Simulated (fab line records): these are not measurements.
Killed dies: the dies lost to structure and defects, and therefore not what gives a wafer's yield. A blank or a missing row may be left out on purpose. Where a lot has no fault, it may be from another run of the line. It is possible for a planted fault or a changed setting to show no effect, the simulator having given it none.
Which of the tools did it? -- flow nand_harc -- 72 wafers from 24 lots sampled at 5 of the route's 1159 steps

WHAT EACH GAUGE READ, for each wafer
NHARC_P_M2_INSPECT_27. Usual: raw_defect_count 346, standard deviation 140.
lot,measured,on,raw_defect_count,flag
L074,day 6 02:07,defect_inspect-01,371 502 485,
L075,day 6 12:31,defect_inspect-01,199 263 169,
L077,day 7 01:38,defect_inspect-02,417 283 198,
L076,day 7 01:57,defect_inspect-01,200 185 251,
L078,day 7 11:24,defect_inspect-02,277 297 336,
L079,day 7 11:55,defect_inspect-02,497 549 851,
L080,day 8 07:43,defect_inspect-01,362 151 195,
L082,day 8 08:41,defect_inspect-01,295 177 301,
L081,day 8 08:59,defect_inspect-02,289 201 163,
L083,day 8 16:38,defect_inspect-01,416 486 420,
L084,day 9 02:24,defect_inspect-01,324 373 239,
L085,day 9 10:15,defect_inspect-01,407 248 362,
L086,day 9 11:11,defect_inspect-01,354 197 450,
L087,day 9 23:10,defect_inspect-01,924 316 358,
L089,day 9 23:26,defect_inspect-01,355 285 500,
L088,day 9 23:58,defect_inspect-01,594 485 454,
L090,day 10 09:56,defect_inspect-01,179 348 296,
L091,day 10 10:08,defect_inspect-01,252 286 372,
L093,day 11 05:30,defect_inspect-01,385 268 405,
L092,day 11 05:59,defect_inspect-02,313 261 296,
L095,day 11 06:46,defect_inspect-01,210 293 411,
L094,day 11 10:05,defect_inspect-01,379 545 481,
L096,day 11 16:34,defect_inspect-02,356 273 331,
L097,day 11 17:28,defect_inspect-02,427 636 315,

NHARC_A_CHANNEL_HOLE_D1_CD_MEAS_30. Usual: cd_nm 90.0 nm, standard deviation 0.92.
lot,measured,on,cd_nm (nm),flag
L074,day 8 05:31,cd_sem-02,89.1 90.0 91.1,
L075,day 8 21:03,cd_sem-02,89.2 89.9 88.8,
L077,day 9 06:14,cd_sem-02,89.4 89.5 90.4,
L076,day 9 05:16,cd_sem-01,89.9 88.8 89.7,
L078,day 9 14:07,cd_sem-03,90.9 89.8 90.0,
L079,day 9 13:41,cd_sem-03,91.7 89.8 91.1,
L080,day 10 15:50,cd_sem-03,89.0 90.8 90.6,
L082,day 10 11:50,cd_sem-02,89.6 90.6 89.8,
L081,day 10 11:39,cd_sem-03,89.2 89.3 90.2,
L083,day 10 21:25,cd_sem-03,90.4 91.2 90.9,
L084,day 11 06:30,cd_sem-03,90.6 89.7 90.0,
L085,day 11 15:19,cd_sem-02,90.4 90.7 89.1,
L086,day 11 15:37,cd_sem-01,91.7 90.0 91.2,
L087,day 12 09:04,cd_sem-02,90.9 90.7 90.6,
L089,day 12 07:46,cd_sem-02,89.2 89.8 89.1,
L088,day 12 11:56,cd_sem-01,89.9 91.0 91.0,
L090,day 12 13:11,cd_sem-03,89.7 89.9 90.4,
L091,day 12 16:07,cd_sem-02,88.0 88.5 89.1,
L093,day 13 09:22,cd_sem-03,90.3 89.7 89.8,
L092,day 13 12:32,cd_sem-02,90.8 90.4 89.9,
L095,day 13 08:23,cd_sem-02,90.3 90.4 89.8,
L094,day 13 13:40,cd_sem-03,89.3 90.7 92.0,
L096,day 14 02:43,cd_sem-01,87.8 89.1 88.9,
L097,day 13 22:26,cd_sem-01,88.8 89.4 90.5,

TOOL THAT RAN EACH LOT (tool first, then ch and the chambers of the sampled wafers, then the start)
lot,NHARC_P_M1_PVD_20,NHARC_P_M2_ETCH_28,NHARC_P_BONDPAD_DEP_00
L074,"pvd_sputter-03, day 6 02:07 or earlier","rie_diel-02 ch 0,1,3, day 6 02:07 or earlier","pecvd-01 ch 0,1,2, day 8 05:31 or earlier"
L075,"pvd_sputter-01, day 6 12:31 or earlier","rie_diel-06 ch 0,2,3, day 6 12:31 or earlier","pecvd-02 ch 0,1,2, day 8 21:03 or earlier"
L077,"pvd_sputter-01, day 7 01:38 or earlier","rie_diel-13 ch 0,2, day 7 01:38 or earlier","pecvd-01 ch 0,1,2, day 9 06:14 or earlier"
L076,"pvd_sputter-03, day 7 01:57 or earlier","rie_diel-02 ch 0,2,3, day 7 01:57 or earlier","pecvd-01 ch 1,2, day 7 03:04"
L078,"pvd_sputter-01, day 7 11:24 or earlier","rie_diel-06 ch 0,2, day 7 11:24 or earlier","pecvd-01 ch 1,2, day 7 11:58"
L079,"pvd_sputter-01, day 7 11:55 or earlier","rie_diel-06 ch 0,2,3, day 7 11:55 or earlier","pecvd-03 ch 0,1,2, day 9 13:41 or earlier"
L080,"pvd_sputter-02, day 8 07:43 or earlier","rie_diel-02 ch 0,1, day 8 07:43 or earlier","pecvd-01 ch 1,2, day 8 08:20"
L082,"pvd_sputter-01, day 8 08:41 or earlier","rie_diel-02 ch 0,3, day 8 08:41 or earlier","pecvd-01 ch 0,1, day 10 11:50 or earlier"
L081,"pvd_sputter-03, day 8 08:59 or earlier","rie_diel-06 ch 0,1,2, day 8 08:59 or earlier","pecvd-01 ch 1,2, day 8 09:45"
L083,"pvd_sputter-03, day 8 16:38 or earlier","rie_diel-02 ch 0,1,3, day 8 16:38 or earlier","pecvd-01 ch 0,1,2, day 8 17:19"
L084,"pvd_sputter-03, day 9 02:24 or earlier","rie_diel-02 ch 0,1,2, day 9 02:24 or earlier","pecvd-01 ch 0,2, day 11 06:30 or earlier"
L085,"pvd_sputter-01, day 9 10:15 or earlier","rie_diel-06 ch 0,3, day 9 10:15 or earlier","pecvd-01 ch 0,1,2, day 9 10:51"
L086,"pvd_sputter-01, day 9 11:11 or earlier","rie_diel-02 ch 1,2, day 9 11:11 or earlier","pecvd-03 ch 1,2, day 9 11:50"
L087,"pvd_sputter-02, day 9 23:10 or earlier","rie_diel-02 ch 0,2,3, day 9 23:10 or earlier","pecvd-03 ch 0,2, day 9 23:49"
L089,"pvd_sputter-03, day 9 23:26 or earlier","rie_diel-06 ch 1,2, day 9 23:26 or earlier","pecvd-01 ch 0,2, day 10 00:02"
L088,"pvd_sputter-01, day 9 23:58 or earlier","rie_diel-02 ch 0,3, day 9 23:58 or earlier","pecvd-02 ch 0,1,2, day 12 11:56 or earlier"
L090,"pvd_sputter-01, day 10 07:34 or earlier","rie_diel-13 ch 0,2, day 10 07:34","pecvd-03 ch 0,1, day 10 10:35"
L091,"pvd_sputter-01, day 10 10:08 or earlier","rie_diel-02 ch 1,2, day 10 10:08 or earlier","pecvd-02 ch 1,2, day 12 16:07 or earlier"
L093,"pvd_sputter-03, day 11 05:30 or earlier","rie_diel-02 ch 0,1,2, day 11 05:30 or earlier","pecvd-03 ch 0,2, day 11 06:25"
L092,"pvd_sputter-02, day 11 05:59 or earlier","rie_diel-02 ch 1,2, day 11 05:59 or earlier","pecvd-02 ch 0,1, day 11 07:23"
L095,"pvd_sputter-01, day 11 06:46 or earlier","rie_diel-13 ch 0,1,3, day 11 06:46 or earlier","pecvd-03 ch 0,1, day 13 08:23 or earlier"
L094,"pvd_sputter-02, day 11 10:05 or earlier","rie_diel-02 ch 0,2, day 11 10:05 or earlier","pecvd-01 ch 0,1, day 11 10:41"
L096,"pvd_sputter-01, day 11 16:34 or earlier","rie_diel-02 ch 0,1,2, day 11 16:34 or earlier","pecvd-03 ch 1,2, day 11 17:16"
L097,"pvd_sputter-03, day 11 17:28 or earlier","rie_diel-02 ch 1,2,3, day 11 17:28 or earlier","pecvd-01 ch 1,2, day 11 18:07"
- NHARC_P_M1_PVD_20: deposits TaN, target thk 5 nm, time 8.06 s.
- NHARC_P_M2_ETCH_28: etches the open film in CF4/N2, target depth 30 nm, time 72.99 s.
- NHARC_P_BONDPAD_DEP_00: deposits SiCN, target thk 250 nm.

AS READ BY THE TOOLS THEMSELVES (means over the sampled wafers that have a number; for cases with no such wafer, the mark the record gives instead)
NHARC_P_M1_PVD_20. Usual: throttle_valve_pct 30.2 %, standard deviation 0.89.
lot,tool,throttle_valve_pct (%),flag
L074,pvd_sputter-03,30.5,
L075,pvd_sputter-01,30.7,
L077,pvd_sputter-01,30.3,
L076,pvd_sputter-03,30.4,
L078,pvd_sputter-01,31.1,
L079,pvd_sputter-01,31.0,
L080,pvd_sputter-02,29.4,
L082,pvd_sputter-01,30.3,
L081,pvd_sputter-03,30.0,
L083,pvd_sputter-03,30.4,
L084,pvd_sputter-03,29.9,
L085,pvd_sputter-01,30.8,
L086,pvd_sputter-01,30.1,
L087,pvd_sputter-02,29.6,
L089,pvd_sputter-03,30.5,
L088,pvd_sputter-01,30.7,
L090,pvd_sputter-01,30.9,
L091,pvd_sputter-01,30.7,
L093,pvd_sputter-03,29.8,
L092,pvd_sputter-02,29.4,
L095,pvd_sputter-01,30.5,
L094,pvd_sputter-02,29.4,
L096,pvd_sputter-01,29.6,
L097,pvd_sputter-03,29.8,

NHARC_P_M2_ETCH_28. Usual: bias_w 100.00 W, standard deviation 0.28; drypump_motor_current_A 6.0 A, standard deviation 0.44; oes_product_au 1.002 a.u., standard deviation 0.0073; rf_vpp_V 314.3 V, standard deviation 2; showerhead_plenum_p_Torr 2.64 Torr, standard deviation 0.1; throttle_valve_pct 19.794 %, standard deviation 0.0093.
lot,tool,bias_w (W),drypump_motor_current_A (A),oes_product_au (a.u.),rf_vpp_V (V),showerhead_plenum_p_Torr (Torr),throttle_valve_pct (%),flag
L074,rie_diel-02,100.39,6.3,1.002,314.3,2.61,19.800,
L075,rie_diel-06,100.10,5.6,1.002,315.6,2.71,19.792,
L077,rie_diel-13,99.91,5.8,1.000,311.7,2.53,19.794,
L076,rie_diel-02,100.19,6.2,1.006,314.1,2.60,19.789,
L078,rie_diel-06,99.94,5.2,0.998,314.8,2.66,19.804,
L079,rie_diel-06,100.01,5.6,0.998,315.1,2.71,19.798,
L080,rie_diel-02,99.80,6.1,1.004,314.4,2.66,19.793,
L082,rie_diel-02,99.92,6.3,1.008,312.9,2.54,19.800,
L081,rie_diel-06,99.84,5.2,0.998,314.1,2.61,19.789,
L083,rie_diel-02,100.21,6.3,1.005,313.3,2.61,19.794,
L084,rie_diel-02,100.18,6.1,1.000,314.3,2.65,19.785,
L085,rie_diel-06,100.17,6.2,0.990,315.2,2.71,19.800,
L086,rie_diel-02,100.05,6.0,1.007,314.9,2.72,19.785,
L087,rie_diel-02,99.74,6.2,1.000,313.0,2.60,19.785,
L089,rie_diel-06,99.89,5.3,1.000,313.0,2.56,19.795,
L088,rie_diel-02,99.94,6.4,1.007,313.2,2.55,19.792,
L090,rie_diel-13,100.12,5.8,0.991,313.1,2.59,19.795,
L091,rie_diel-02,100.14,6.0,1.000,316.1,2.71,19.791,
L093,rie_diel-02,100.10,6.1,1.003,314.5,2.65,19.801,
L092,rie_diel-02,99.90,6.0,0.993,316.2,2.72,19.782,
L095,rie_diel-13,99.93,6.1,1.002,314.1,2.58,19.794,
L094,rie_diel-02,99.72,6.1,1.012,313.6,2.58,19.794,
L096,rie_diel-02,100.27,6.0,0.996,314.3,2.65,19.796,
L097,rie_diel-02,100.07,6.1,1.007,315.4,2.67,19.796,

NHARC_P_BONDPAD_DEP_00. Usual: chamber_pressure_Torr 3.001 Torr, standard deviation 0.0065; heater_power_w 616 W, standard deviation 72.
lot,tool,chamber_pressure_Torr (Torr),heater_power_w (W),flag
L074,pecvd-01,3.002,627,
L075,pecvd-02,3.002,586,
L077,pecvd-01,3.005,617,
L076,pecvd-01,2.999,614,
L078,pecvd-01,2.996,652,
L079,pecvd-03,3.008,633,
L080,pecvd-01,3.000,649,
L082,pecvd-01,2.995,567,
L081,pecvd-01,3.000,645,
L083,pecvd-01,3.005,629,
L084,pecvd-01,3.005,630,
L085,pecvd-01,3.002,640,
L086,pecvd-03,3.005,732,
L087,pecvd-03,2.998,668,
L089,pecvd-01,3.001,629,
L088,pecvd-02,3.007,623,
L090,pecvd-03,3.000,550,
L091,pecvd-02,3.001,634,
L093,pecvd-03,3.003,572,
L092,pecvd-02,2.993,581,
L095,pecvd-03,2.996,542,
L094,pecvd-01,3.007,622,
L096,pecvd-03,2.995,688,
L097,pecvd-01,3.002,636,

THE ANSWER, worked out from the rows above alone
Rule: a lot counts as off when the mean over its wafers that have a number is more than 3 standard deviations away from the usual mean. A lot without any number at a reading at which 4 lots or more have one is off too. The other lots that the step has rows for count as sound. First the gauges in route order, then the tools' own readings, where a lot's mean is used as printed above. At the first step where some lot is off, the reading lying furthest off is the one used; lots without a number count as furthest.
Across all readings shown, no lot is off: no conclusion can be drawn from this.

WHAT THE SIMULATOR HAD INSERTED
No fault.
